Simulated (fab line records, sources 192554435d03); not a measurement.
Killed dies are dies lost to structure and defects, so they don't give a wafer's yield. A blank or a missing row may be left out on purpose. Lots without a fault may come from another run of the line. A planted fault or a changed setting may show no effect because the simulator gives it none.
Split-lot experiment | flow n5_finfet | 7 lots, 39 wafers read, on a route of 1938 steps

THE SPLIT
At N5_BEOL_M5_TRENCH_ETCH_37 (etches SiCOH lowk in C4F6/O2, target depth 71.652 nm, time 24.7 s), the setting target_depth_a was moved away from the recipe's 716.52 angstrom on 12 of the 39 wafers read, by -51.4% to +46.4%. The other wafers ran this setting at the recipe's value.

FROM THE SPLIT TO THE READING: what the file shows between them, 2 steps
- N5_BEOL_M5_ETCH_41: etches SiCN in CH3F/O2, target depth 31.5 nm, time 56.7 s
- N5_BEOL_M5_STRIP_91: strips in N2/H2, time 10 s

THE READING
trench_depth_nm, in nm, at N5_BEOL_M5_OCD_MEAS_38. Fault-free wafers of this fab line usually give 71.8 nm, standard deviation 1 nm.

wafer  | tool, chamber at the split | target_depth_a as run, angstrom | against the recipe | trench_depth_nm, nm | against lot-mates on the recipe
L076.1 | rie_diel-03, 3             | 716.52                          | recipe             | 71.4                | -
L076.2 | rie_diel-03, 2             | 1049                            | +46.4%             | 103.1               | +31.7
L076.3 | rie_diel-03, 1             | 1049                            | +46.4%             | 104.5               | +33.1
L076.4 | rie_diel-03, 0             | 716.52                          | recipe             | 71.3                | -
L076.5 | rie_diel-03, 2             | 716.52                          | recipe             | 71.5                | -
L076.6 | rie_diel-03, 3             | 1049                            | +46.4%             | 105.5               | +34.1
L079.2 | rie_diel-03, 2             | 716.52                          | recipe             | 71.0                | -
L079.3 | rie_diel-03, 1             | 716.52                          | recipe             | 71.9                | -
L079.6 | rie_diel-03, 2             | 716.52                          | recipe             | 71.9                | -
L081.1 | rie_diel-04, 3             | 716.52                          | recipe             | 71.7                | -
L081.2 | rie_diel-04, 2             | 716.52                          | recipe             | 70.7                | -
L081.3 | rie_diel-04, 0             | 716.52                          | recipe             | 72.3                | -
L081.4 | rie_diel-04, 1             | 716.52                          | recipe             | 74.3                | -
L081.5 | rie_diel-04, 0             | 716.52                          | recipe             | 71.6                | -
L081.6 | rie_diel-04, 3             | 716.52                          | recipe             | 70.9                | -
L083.1 | rie_diel-04, 0             | 716.52                          | recipe             | 71.1                | -
L083.2 | rie_diel-04, 3             | 716.52                          | recipe             | 71.5                | -
L083.3 | rie_diel-04, 2             | 716.52                          | recipe             | 70.7                | -
L083.4 | rie_diel-04, 3             | 716.52                          | recipe             | 70.6                | -
L083.5 | rie_diel-04, 0             | 716.52                          | recipe             | 71.2                | -
L083.6 | rie_diel-04, 2             | 716.52                          | recipe             | 70.8                | -
L084.1 | rie_diel-04, 0             | 716.52                          | recipe             | 71.1                | -
L084.2 | rie_diel-04, 1             | 478                             | -33.3%             | 49.2                | -22.6
L084.3 | rie_diel-04, 3             | 716.52                          | recipe             | 71.2                | -
L084.4 | rie_diel-04, 0             | 478                             | -33.3%             | 48.2                | -23.6
L084.5 | rie_diel-04, 3             | 478                             | -33.3%             | 47.8                | -24.0
L084.6 | rie_diel-04, 1             | 716.52                          | recipe             | 73.1                | -
L085.1 | rie_diel-03, 1             | 348.4                           | -51.4%             | 34.9                | -37.5
L085.2 | rie_diel-03, 2             | 348.4                           | -51.4%             | 34.9                | -37.5
L085.3 | rie_diel-03, 3             | 716.52                          | recipe             | 73.0                | -
L085.4 | rie_diel-03, 0             | 716.52                          | recipe             | 72.3                | -
L085.5 | rie_diel-03, 2             | 716.52                          | recipe             | 71.8                | -
L085.6 | rie_diel-03, 1             | 348.4                           | -51.4%             | 35.4                | -37.0
L091.1 | rie_diel-04, 2             | 716.52                          | recipe             | 72.7                | -
L091.2 | rie_diel-04, 0             | 716.52                          | recipe             | 70.3                | -
L091.3 | rie_diel-04, 1             | 716.52                          | recipe             | 73.9                | -
L091.4 | rie_diel-04, 3             | 983.2                           | +37.2%             | 96.4                | +24.1
L091.5 | rie_diel-04, 1             | 983.2                           | +37.2%             | 100.9               | +28.6
L091.6 | rie_diel-04, 2             | 983.2                           | +37.2%             | 100.1               | +27.8

THE FIT
A straight line over all 39 wafers: trench_depth_nm changes by +0.713 nm for each +1% of target_depth_a; r = +1.00; the points scatter about the line by 1.1 nm.
The same after taking each lot's own level away (the mean of its wafers on the recipe; 39 wafers): +0.717 nm for each +1%; r = +1.00; scatter 1 nm.
On that fit, the largest move of target_depth_a shifts the reading by 37 nm.
The lots' own levels span 70.98 to 72.37 nm, that is 1.4 times the standard deviation above.
So the lot-to-lot level changes the slope little: the two slopes agree.
Check: with one of the wafers moved furthest among these (-51.4%) left out of the fit, the line predicts -36.7 nm for it against its lot-mates. It came out at -37.5 nm against them.

OTHER SPLITS ON THESE WAFERS
These wafers also went through other splits before the reading. Each is held against what the fit with the lots' levels taken away leaves over:
other split on the same wafers    | wafers away from the commonest value | r with trench_depth_nm (lot level and that fit taken away)
N5_FIN_SAQP_PECVD_06 time_s       | 12                                   | +0.01
N5_DUMMY_GATE_CVD_03 target_thk_a | 24                                   | -0.04

THE WHOLE CHAIN: every reading that the file lists as answering this split, in the file's order
step                      | what it does                                                        | reading                                                                          | change (the file's fit)                                                              | r (the file's)
N5_BEOL_M5_TRENCH_ETCH_37 | etches SiCOH lowk in C4F6/O2, target depth 71.652 nm, time 24.7 s   | etch.depth_nm (the simulator's own value, which no gauge read)                   | +0.718 nm for each +1% of the setting                                                | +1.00
N5_BEOL_M5_TRENCH_ETCH_37 | etches SiCOH lowk in C4F6/O2, target depth 71.652 nm, time 24.7 s   | BEOL_M5.feature_depth_nm (the simulator's own value, which no gauge read)        | +0.718 nm for each +1% of the setting                                                | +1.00
N5_BEOL_M5_TRENCH_ETCH_37 | etches SiCOH lowk in C4F6/O2, target depth 71.652 nm, time 24.7 s   | TiN_of_BEOL_M5_HM_DEP_02.thk_nm (the simulator's own value, which no gauge read) | -0.0211 nm for each +1% of the setting                                               | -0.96
N5_BEOL_M5_OCD_MEAS_38    |                                                                     | trench_depth_nm                                                                  | +0.717 nm for each +1% of the setting                                                | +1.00
N5_BEOL_M5_CMP_52         | polishes, stops on SiCOH lowk, t overpolish 6.9 s, target thk 62 nm | Cu_of_BEOL_M5_ECD_50.thk_nm (the simulator's own value, which no gauge read)     | +0.723 nm for each +1% of the setting                                                | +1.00
N5_BEOL_M5_RS_MEAS_57     | measures by four-point-probe                                        | M5_RS                                                                            | not straight: 1.196 at the lowest setting, 0.383 at the recipe, 0.235 at the highest | not given

THE FILE'S OWN FIT
trench_depth_nm changes by +0.717 nm for each +1% of target_depth_a, r = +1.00.
